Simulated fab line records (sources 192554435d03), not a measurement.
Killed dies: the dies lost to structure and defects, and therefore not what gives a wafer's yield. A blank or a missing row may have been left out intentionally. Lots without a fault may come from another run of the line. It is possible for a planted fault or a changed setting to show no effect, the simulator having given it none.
Comparing a struck lot with a sound one :: flow n5-finfet :: 36 out of 1938 route steps
Sound: the wafers L394.1, L394.5, L394.6. Wafers L387.2, L387.5, L387.6 were the ones struck. The cause is named last.
Per side, at each step with rows, come the tool, then ch with its chambers, and then its first start. Under that, the readings that differ: sound wafers :: struck wafers :: difference of the means :: sigmas: that difference in standard deviations of wafers without a fault.
alike: readings with means less than 2 such deviations apart, plus words and numbers identical on both sides. not compared: withheld readings, readings lacking a value on some wafer, bounds such as >300 that could conceal the same value, and numbers that have no deviation in the record and whose values overlap.
Wherever a step has rows on one side only, a row that says differs or no value, or a row with sigmas, the two part there. Non-overlapping numbers with no deviation appear without sigmas and do not part them. A reading missing from all wafers of one side parts the sides only when that side holds two or more wafers.

first, 9 steps without rows for these wafers: N5_BEOL_M4_ANNEAL_95 (time 240 s); N5_BEOL_M4_SPUTTER_96 (material Cu, target thk 4.5 nm, time 8.29 s); N5_BEOL_M4_ECD_50 (material Cu, target thk 300 nm); N5_BEOL_M4_ANNEAL_51 (time 90 s); N5_BEOL_M4_CMP_52 (polishes, stops on SiOC, t overpolish 6.8 s, target thk 40 nm); N5_BEOL_M4_PRE_CLEAN_60 (time 15 s); N5_BEOL_M4_CO_CAP_55 (material Co, precursor CCTBA/H2, target thk 2 nm, time 102.1 s); N5_BEOL_M4_PRE_CLEAN_56 (time 15 s); N5_BEOL_M4_DEP_57 (deposits SiCN from 3MS/NH3, target thk 8 nm, time 14 s).
N5_BEOL_M4_RC_MEAS_101:
  sound on prober-01 ch 0, day 12 16:08; struck on prober-01 ch 0, day 11 02:07
  alike: DIBL_N, DIBL_P, IOFF_N, IOFF_P, ION_N, ION_P, SS_N, SS_P, VT_N, VT_P
then, 24 steps without rows for these wafers: N5_BEOL_M5_ILD_DEP_00 (deposits SiCOH lowk from DEMS/porogen, target thk 140.64 nm, time 25.9 s); N5_BEOL_M5_CURE_79 (cures SiCOH lowk, time 240 s); N5_BEOL_M5_PECVD_70 (deposits SiO2 from TEOS/O2, target thk 16 nm, time 18 s); N5_BEOL_M5_HM_DEP_02 (deposits TiN, target thk 20 nm); N5_BEOL_M5_COAT_59 (time 60 s, resist thk 60 nm); N5_BEOL_M5_COAT_60 (time 60 s, resist thk 12 nm); N5_BEOL_M5_COAT_71 (time 60 s, resist thk 5 nm); N5_BEOL_M5_COAT_05 (resist thk 30 nm); N5_BEOL_M5_EBR_07; N5_BEOL_M5_SOFTBAKE_06 (time 60 s); N5_BEOL_M5_EXPOSE_08 (exposes mask M5, target cd 28 nm); N5_BEOL_M5_PEB_09 (peb time 60 s); N5_BEOL_M5_DEVELOP_10 (develop time 30 s); N5_BEOL_M5_DESCUM_16 (chemistry O2, time 7 s); N5_BEOL_M5_ETCH_72 (etches underlayer in N2/H2, target depth 6.5 nm, time 5.2 s); N5_BEOL_M5_ETCH_61 (etches SiARC in CF4, target depth 15.6 nm, time 26 s); N5_BEOL_M5_ETCH_62 (etches SOC in N2/H2, target depth 75 nm, overetch 15 nm, time 112.5 s); N5_BEOL_M5_STRIP_63 (strips in N2/H2); N5_BEOL_M5_STRIP_73 (strips in N2/H2); N5_BEOL_M5_STRIP_64 (strips in CF4); N5_BEOL_M5_HM_OPEN_17 (chemistry Cl2/BCl3, target TiN, target depth 20 nm, overetch 6 nm); N5_BEOL_M5_STRIP_19 (strips in O2); N5_BEOL_M5_COAT_65 (time 60 s, resist thk 60 nm); N5_BEOL_M5_COAT_66 (time 60 s, resist thk 12 nm).
-- the record jumps here: 5 days lie between the struck wafers' starts before and after (it left off in module BEOL_M5 and takes up again in module PASSIVATION, whose first step shown is number 1915 of the route) --
N5_PASSIVATION_PECVD_53: deposits SiO2 from TEOS/O2, target thk 800 nm, time 169.4 s.
  sound on pecvd-02 ch 0,1, day 17 04:34; struck on pecvd-03 ch 0,1,2, day 15 17:33
  no value came back on the struck wafers for chamber-pressure-Torr (Torr), run-length-s (s); on the sound wafers chamber-pressure-Torr (Torr) reads 6.497 6.500 6.494
N5_PASSIVATION_PROBE_49:
  only the struck wafers here have rows in the record (prober-01, day 15 21:41); the sound ones have none

WHERE THEY PART
Earliest at N5_PASSIVATION_PECVD_53; latest, in this record, at N5_PASSIVATION_PROBE_49.

WHY: what had been put in by the simulator
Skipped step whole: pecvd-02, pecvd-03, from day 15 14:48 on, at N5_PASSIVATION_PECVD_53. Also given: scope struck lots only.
